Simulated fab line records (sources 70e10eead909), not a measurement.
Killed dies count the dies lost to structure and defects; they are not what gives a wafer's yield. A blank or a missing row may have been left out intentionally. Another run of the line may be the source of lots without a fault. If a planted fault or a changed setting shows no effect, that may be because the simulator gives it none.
The tool behind it: which one? :: flow nand harc :: Sampling: 12 lots, 36 wafers, 5 of 1159 route steps

== WHAT THE GAUGES READ, wafer by wafer ==
NHARC_END_SORT_01.
lot: L677
measured: day 22 10:38
on: prober-01
killed at array: 675 47 675
killed at other: 1 0 0
killed at periphery: 1 2 2
killed dies: 677 49 677
killed open: 6 3 3
killed short: 3 2 3

lot: L681
measured: day 23 01:52
on: prober-01
killed at array: 30 39 675
killed at other: 2 2 0
killed at periphery: 4 5 2
killed dies: 36 46 677
killed open: 3 6 4
killed short: 3 2 3

== EACH LOT AND THE TOOL THAT RAN IT (in order: tool; ch and the chambers of the sampled wafers; start) ==
lot: L666
NHARC_A_WL_FILL_CVD_03: cvd w-01 ch 0,1, day 15 04:44
NHARC_THIN_TSV_ETCHBACK_48: rie diel-06 ch 0,2,3, day 19 03:15
NHARC_THIN_TSV_DESCUM_35: rie diel-05 ch 0,1,2, day 19 07:04
NHARC_THIN_TSV_STRIP_56: plasma asher-01 ch 0,1, day 19 07:49

lot: L667
NHARC_A_WL_FILL_CVD_03: cvd w-02 ch 0,1, day 15 07:22
NHARC_THIN_TSV_ETCHBACK_48: rie diel-06 ch 1,2,3, day 19 04:19
NHARC_THIN_TSV_DESCUM_35: rie diel-06 ch 1,2,3, day 19 08:21
NHARC_THIN_TSV_STRIP_56: plasma asher-02 ch 0,1, day 19 09:04

lot: L668
NHARC_A_WL_FILL_CVD_03: cvd w-02 ch 0,1, day 15 11:32
NHARC_THIN_TSV_ETCHBACK_48: rie diel-06 ch 0,2,3, day 19 11:38
NHARC_THIN_TSV_DESCUM_35: rie diel-03 ch 1,3, day 19 15:31
NHARC_THIN_TSV_STRIP_56: plasma asher-02 ch 0,1, day 19 16:17

lot: L669
NHARC_A_WL_FILL_CVD_03: cvd w-01 ch 0,1, day 15 16:13
NHARC_THIN_TSV_ETCHBACK_48: rie diel-05 ch 0,2,3, day 19 14:16
NHARC_THIN_TSV_DESCUM_35: rie diel-05 ch 0,1,2, day 19 17:56
NHARC_THIN_TSV_STRIP_56: plasma asher-02 ch 0,1, day 19 18:24

lot: L670
NHARC_A_WL_FILL_CVD_03: cvd w-02 ch 0,1, day 16 05:18
NHARC_THIN_TSV_ETCHBACK_48: rie diel-05 ch 0,2,3, day 19 19:19
NHARC_THIN_TSV_DESCUM_35: rie diel-06 ch 0,2, day 19 23:21
NHARC_THIN_TSV_STRIP_56: plasma asher-02 ch 0,1, day 20 00:29

lot: L673
NHARC_A_WL_FILL_CVD_03: cvd w-01 ch 0,1, day 16 21:37
NHARC_THIN_TSV_ETCHBACK_48: rie diel-05 ch 0,3, day 20 13:01
NHARC_THIN_TSV_DESCUM_35: rie diel-03 ch 2,3, day 20 16:50
NHARC_THIN_TSV_STRIP_56: plasma asher-01 ch 0,1, day 20 17:19

lot: L674
NHARC_A_WL_FILL_CVD_03: cvd w-01 ch 0,1, day 17 05:44
NHARC_THIN_TSV_ETCHBACK_48: rie diel-05 ch 2,3, day 20 22:35
NHARC_THIN_TSV_DESCUM_35: rie diel-03 ch 0,3, day 21 02:25
NHARC_THIN_TSV_STRIP_56: plasma asher-01 ch 0,1, day 21 02:53

lot: L676
NHARC_A_WL_FILL_CVD_03: cvd w-02 ch 0,1, day 17 09:30
NHARC_THIN_TSV_ETCHBACK_48: rie diel-05 ch 0,1,2, day 21 06:32
NHARC_THIN_TSV_DESCUM_35: rie diel-03 ch 1,2,3, day 21 10:12
NHARC_THIN_TSV_STRIP_56: plasma asher-02 ch 0,1, day 21 10:41

lot: L680
NHARC_A_WL_FILL_CVD_03: cvd w-02 ch 0,1, day 17 13:57
NHARC_THIN_TSV_ETCHBACK_48: rie diel-06 ch 0,1,2, day 21 09:55
NHARC_THIN_TSV_DESCUM_35: rie diel-03 ch 0,2,3, day 21 13:47
NHARC_THIN_TSV_STRIP_56: plasma asher-01 ch 0,1, day 21 14:19

lot: L677
NHARC_A_WL_FILL_CVD_03: cvd w-01 ch 0,1, day 18 00:34
NHARC_THIN_TSV_ETCHBACK_48: rie diel-06 ch 2, day 21 13:19
NHARC_THIN_TSV_DESCUM_35: rie diel-06 ch 1, day 21 17:10
NHARC_THIN_TSV_STRIP_56: plasma asher-01 ch 1, day 21 17:44

lot: L681
NHARC_A_WL_FILL_CVD_03: cvd w-01 ch 0,1, day 18 17:53
NHARC_THIN_TSV_ETCHBACK_48: rie diel-03 ch 0,1, day 22 11:32
NHARC_THIN_TSV_DESCUM_35: rie diel-03 ch 0,3, day 22 15:19
NHARC_THIN_TSV_STRIP_56: plasma asher-02 ch 1, day 22 15:47

lot: L682
NHARC_A_WL_FILL_CVD_03: cvd w-02 ch 0,1, day 18 20:54
NHARC_THIN_TSV_ETCHBACK_48: rie diel-03 ch 0,1,3, day 22 23:44
NHARC_THIN_TSV_DESCUM_35: rie diel-03 ch 1,2,3, day 23 03:41
NHARC_THIN_TSV_STRIP_56: plasma asher-02 ch 0,1, day 23 04:32
- NHARC_A_WL_FILL_CVD_03: deposits W, target thk 40 nm, time 3302 s.
- NHARC_THIN_TSV_ETCHBACK_48: etches the open film in C4F8/Ar, target depth 1028.5 nm, time 405.17 s.
- NHARC_THIN_TSV_DESCUM_35: chemistry O2, time 3 s.
- NHARC_THIN_TSV_STRIP_56: strips in O2.

== AS READ BY THE TOOLS THEMSELVES (means over the sampled wafers that have a number; for cases with no such wafer, the mark the record gives instead) ==
NHARC_A_WL_FILL_CVD_03.
lot: L666
tool: cvd w-01
chamber pressure Torr (Torr): 39.93
heater power w (W): 509
throttle valve pct (%): 7.9

lot: L667
tool: cvd w-02
chamber pressure Torr (Torr): 40.00
heater power w (W): 498
throttle valve pct (%): 8.1

lot: L668
tool: cvd w-02
chamber pressure Torr (Torr): 39.97
heater power w (W): 495
throttle valve pct (%): 8.0

lot: L669
tool: cvd w-01
chamber pressure Torr (Torr): 40.02
heater power w (W): 495
throttle valve pct (%): 8.0

lot: L670
tool: cvd w-02
chamber pressure Torr (Torr): 39.96
heater power w (W): 486
throttle valve pct (%): 8.2

lot: L673
tool: cvd w-01
chamber pressure Torr (Torr): 39.92
heater power w (W): 483
throttle valve pct (%): 8.1

lot: L674
tool: cvd w-01
chamber pressure Torr (Torr): 40.02
heater power w (W): 500
throttle valve pct (%): 7.9

lot: L676
tool: cvd w-02
chamber pressure Torr (Torr): 39.95
heater power w (W): 481
throttle valve pct (%): 7.8

lot: L680
tool: cvd w-02
chamber pressure Torr (Torr): 39.98
heater power w (W): 482
throttle valve pct (%): 7.9

lot: L677
tool: cvd w-01
chamber pressure Torr (Torr): 39.97
heater power w (W): 506
throttle valve pct (%): 8.2

lot: L681
tool: cvd w-01
chamber pressure Torr (Torr): 40.00
heater power w (W): 502
throttle valve pct (%): 8.1

lot: L682
tool: cvd w-02
chamber pressure Torr (Torr): 40.04
heater power w (W): 492
throttle valve pct (%): 7.8

NHARC_THIN_TSV_ETCHBACK_48.
lot: L666
tool: rie diel-06
oes product au (a.u.): 0.96
rf vpp V (V): 547.2

lot: L667
tool: rie diel-06
oes product au (a.u.): 1.01
rf vpp V (V): 546.4

lot: L668
tool: rie diel-06
oes product au (a.u.): 1.00
rf vpp V (V): 547.9

lot: L669
tool: rie diel-05
oes product au (a.u.): 0.92
rf vpp V (V): 548.0

lot: L670
tool: rie diel-05
oes product au (a.u.): 0.93
rf vpp V (V): 548.4

lot: L673
tool: rie diel-05
oes product au (a.u.): 0.93
rf vpp V (V): 547.1

lot: L674
tool: rie diel-05
oes product au (a.u.): 1.01
rf vpp V (V): 548.7

lot: L676
tool: rie diel-05
oes product au (a.u.): 0.92
rf vpp V (V): 549.2

lot: L680
tool: rie diel-06
oes product au (a.u.): 0.99
rf vpp V (V): 546.0

lot: L677
tool: rie diel-06
oes product au (a.u.): 0.92
rf vpp V (V): 543.6

lot: L681
tool: rie diel-03
oes product au (a.u.): 0.94
rf vpp V (V): 547.3

lot: L682
tool: rie diel-03
oes product au (a.u.): 0.93
rf vpp V (V): 549.4

NHARC_THIN_TSV_DESCUM_35.
lot: L666
tool: rie diel-05
drypump motor current A (A): 5.4
oes product au (a.u.): 1.000
rf vpp V (V): 57.5
showerhead plenum p Torr (Torr): 1.98
throttle valve pct (%): 11.309

lot: L667
tool: rie diel-06
drypump motor current A (A): 5.8
oes product au (a.u.): 0.990
rf vpp V (V): 57.7
showerhead plenum p Torr (Torr): 1.89
throttle valve pct (%): 11.317

lot: L668
tool: rie diel-03
drypump motor current A (A): 5.6
oes product au (a.u.): 1.000
rf vpp V (V): 57.8
showerhead plenum p Torr (Torr): 2.03
throttle valve pct (%): 11.309

lot: L669
tool: rie diel-05
drypump motor current A (A): 5.4
oes product au (a.u.): 0.992
rf vpp V (V): 58.8
showerhead plenum p Torr (Torr): 1.98
throttle valve pct (%): 11.311

lot: L670
tool: rie diel-06
drypump motor current A (A): 6.0
oes product au (a.u.): 0.985
rf vpp V (V): 57.5
showerhead plenum p Torr (Torr): 1.90
throttle valve pct (%): 11.311

lot: L673
tool: rie diel-03
drypump motor current A (A): 5.5
oes product au (a.u.): 1.017
rf vpp V (V): 58.6
showerhead plenum p Torr (Torr): 1.98
throttle valve pct (%): 11.322

lot: L674
tool: rie diel-03
drypump motor current A (A): 5.9
oes product au (a.u.): 1.013
rf vpp V (V): 57.8
showerhead plenum p Torr (Torr): 1.99
throttle valve pct (%): 11.304

lot: L676
tool: rie diel-03
drypump motor current A (A): 5.5
oes product au (a.u.): 1.002
rf vpp V (V): 57.9
showerhead plenum p Torr (Torr): 2.01
throttle valve pct (%): 11.309

lot: L680
tool: rie diel-03
drypump motor current A (A): 5.8
oes product au (a.u.): 1.004
rf vpp V (V): 57.9
showerhead plenum p Torr (Torr): 1.95
throttle valve pct (%): 11.309

lot: L677
tool: rie diel-06
drypump motor current A (A): 5.9
oes product au (a.u.): 1.016
rf vpp V (V): 57.7
showerhead plenum p Torr (Torr): 1.80
throttle valve pct (%): 11.323

lot: L681
tool: rie diel-03
drypump motor current A (A): 6.0
oes product au (a.u.): 1.010
rf vpp V (V): 58.1
showerhead plenum p Torr (Torr): 1.96
throttle valve pct (%): 11.311

lot: L682
tool: rie diel-03
drypump motor current A (A): 5.6
oes product au (a.u.): 1.008
rf vpp V (V): 59.2
showerhead plenum p Torr (Torr): 2.01
throttle valve pct (%): 11.307

NHARC_THIN_TSV_STRIP_56.
lot: L666
tool: plasma asher-01
drypump motor current A (A): 5.48
heater power w (W): 332

lot: L667
tool: plasma asher-02
drypump motor current A (A): 5.32
heater power w (W): 326

lot: L668
tool: plasma asher-02
drypump motor current A (A): 5.38
heater power w (W): 330

lot: L669
tool: plasma asher-02
drypump motor current A (A): 5.38
heater power w (W): 324

lot: L670
tool: plasma asher-02
drypump motor current A (A): 5.33
heater power w (W): 326

lot: L673
tool: plasma asher-01
drypump motor current A (A): 5.46
heater power w (W): 349

lot: L674
tool: plasma asher-01
drypump motor current A (A): 5.51
heater power w (W): 344

lot: L676
tool: plasma asher-02
drypump motor current A (A): 5.31
heater power w (W): 324

lot: L680
tool: plasma asher-01
drypump motor current A (A): 5.52
heater power w (W): 348

lot: L677
tool: plasma asher-01
drypump motor current A (A): 5.44
heater power w (W): 351

lot: L681
tool: plasma asher-02
drypump motor current A (A): 5.42
heater power w (W): 316

lot: L682
tool: plasma asher-02
drypump motor current A (A): 5.34
heater power w (W): 329

== THE ANSWER, worked out from the rows above alone ==
Rule: usual is defined by the lots themselves. Put in order of their means at a reading, lots are off if they are a third of the lots or fewer, leave a main group of 4 or more, and stand apart from it by a gap of 3 or more times the standard deviation of the main group's means; of several such gaps the widest counts. A main group whose means are all the same, to the digits that the tables above print for the reading, isn't used. A lot without any number at a reading at which 4 lots or more have one is off too. All remaining lots with rows at the step are treated as sound. Order of review: gauges by route order, followed by the tools' own readings, for which a lot's mean as printed above is used. The first step at which some lot is off is used, and at that step the reading that is off furthest; a lot without a number counts as furthest.
Nothing can be told from this: no lot is off at any reading shown.

== WHAT WAS PUT IN BY THE SIMULATOR ==
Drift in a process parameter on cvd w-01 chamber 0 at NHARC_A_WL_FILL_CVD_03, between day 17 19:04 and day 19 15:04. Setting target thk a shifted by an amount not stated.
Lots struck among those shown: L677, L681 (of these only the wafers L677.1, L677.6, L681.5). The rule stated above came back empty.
